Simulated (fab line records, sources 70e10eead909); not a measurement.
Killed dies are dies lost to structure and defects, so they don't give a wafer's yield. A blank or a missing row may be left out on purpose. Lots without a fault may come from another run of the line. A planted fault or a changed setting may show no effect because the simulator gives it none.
Chamber matching | flow nand_harc | NHARC_P_CONTACT_CMP_24 on cmp-01: 4 sister chambers
The step polishes, t overpolish 30 s, target thk 200 nm. 4 wafers are shown with their chamber, then 11 later ones without.

WAFERS WITH THEIR CHAMBER
wafer  | chamber | motor_current_A (A)
L090.1 | 1       | 11.1
L090.2 | 3       | 13.1
L090.5 | 0       | 14.1
L090.3 | 2       | 12.4

WAFERS WITHOUT THEIR CHAMBER
wafer  | motor_current_A (A)
L090.4 | 14.8
L090.6 | 13.4
L095.2 | 11.2
L095.3 | 12.8
L095.6 | 12.6
L096.1 | 11.8
L096.3 | 13.9
L096.4 | 12.6
L096.2 | 12.1
L096.5 | 14.2
L096.6 | 10.6

WHICH CHAMBER EACH WENT THROUGH
wafer  | from the rows above          | in truth
L090.4 | 0                            | 0
L090.6 | can't be placed: 3 or 0 or 2 | 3
L095.2 | 1                            | 1
L095.3 | can't be placed: 3 or 2      | 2
L095.6 | can't be placed: 2 or 3      | 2
L096.1 | can't be placed: 2 or 1 or 3 | 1
L096.3 | can't be placed: 0 or 3      | 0
L096.4 | can't be placed: 2 or 3      | 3
L096.2 | can't be placed: 2 or 1 or 3 | 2
L096.5 | 0                            | 0
L096.6 | 1                            | 1
Placed correctly: 4 of 11. Can't be placed from these rows: 7 (the true chamber is among the candidates in 7). Placed wrongly: 0.
How it was worked out, from the rows above alone: a wafer's distance from a chamber is the root of the sum, over the readings, of the square of ((its reading less the chamber's mean) divided by the reading's scatter). The wafer belongs to the nearest chamber; if the next one is less than 2 further off, it can't be placed. A chamber's mean is the mean of its shown wafers. The scatter: with one shown wafer a chamber, the root of the mean of the squares of how far each hidden wafer lies from its nearest shown one.
